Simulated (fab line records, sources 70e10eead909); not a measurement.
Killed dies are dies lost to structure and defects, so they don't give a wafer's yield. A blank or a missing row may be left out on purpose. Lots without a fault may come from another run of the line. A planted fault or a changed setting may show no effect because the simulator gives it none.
Chamber matching | flow nand_harc | NHARC_A_CONTACT_DEP_29 on pecvd-04: 3 sister chambers
The step deposits SiON, target thk 70 nm. 6 wafers are shown with their chamber, then 8 later ones without.

WAFERS WITH THEIR CHAMBER
wafer  | chamber | heater_power_w (W) | heater_power_outer_w (W)
L076.2 | 0       | 614                | 367
L080.5 | 0       | 591                | 337
L089.1 | 1       | 671                | 388
L089.2 | 2       | 786                | 464
L089.4 | 1       | 657                | 397
L093.1 | 2       | 706                | 391

WAFERS WITHOUT THEIR CHAMBER
wafer  | heater_power_w (W) | heater_power_outer_w (W)
L093.2 | 638                | 361
L093.6 | 652                | 369
L096.2 | 758                | 443
L096.4 | 760                | 462
L096.6 | 586                | 333
L097.1 | 756                | 448
L097.2 | 685                | 411
L097.4 | 769                | 453

WHICH CHAMBER EACH WENT THROUGH
wafer  | from the rows above     | in truth
L093.2 | can't be placed: 0 or 1 | 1
L093.6 | can't be placed: 1 or 0 | 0
L096.2 | 2                       | 2
L096.4 | 2                       | 2
L096.6 | 0                       | 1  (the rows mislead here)
L097.1 | 2                       | 2
L097.2 | can't be placed: 1 or 2 | 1
L097.4 | 2                       | 2
Placed correctly: 4 of 8. Can't be placed from these rows: 3 (the true chamber is among the candidates in 3). Placed wrongly: 1.
How it was worked out, from the rows above alone: a wafer's distance from a chamber is the root of the sum, over the readings, of the square of ((its reading less the chamber's mean) divided by the reading's scatter). The wafer belongs to the nearest chamber; if the next one is less than 2 further off, it can't be placed. A chamber's mean is the mean of its shown wafers. The scatter: the root of (the sum of the squares of (reading less its chamber's mean) over the shown wafers, divided by (wafers less chambers)).
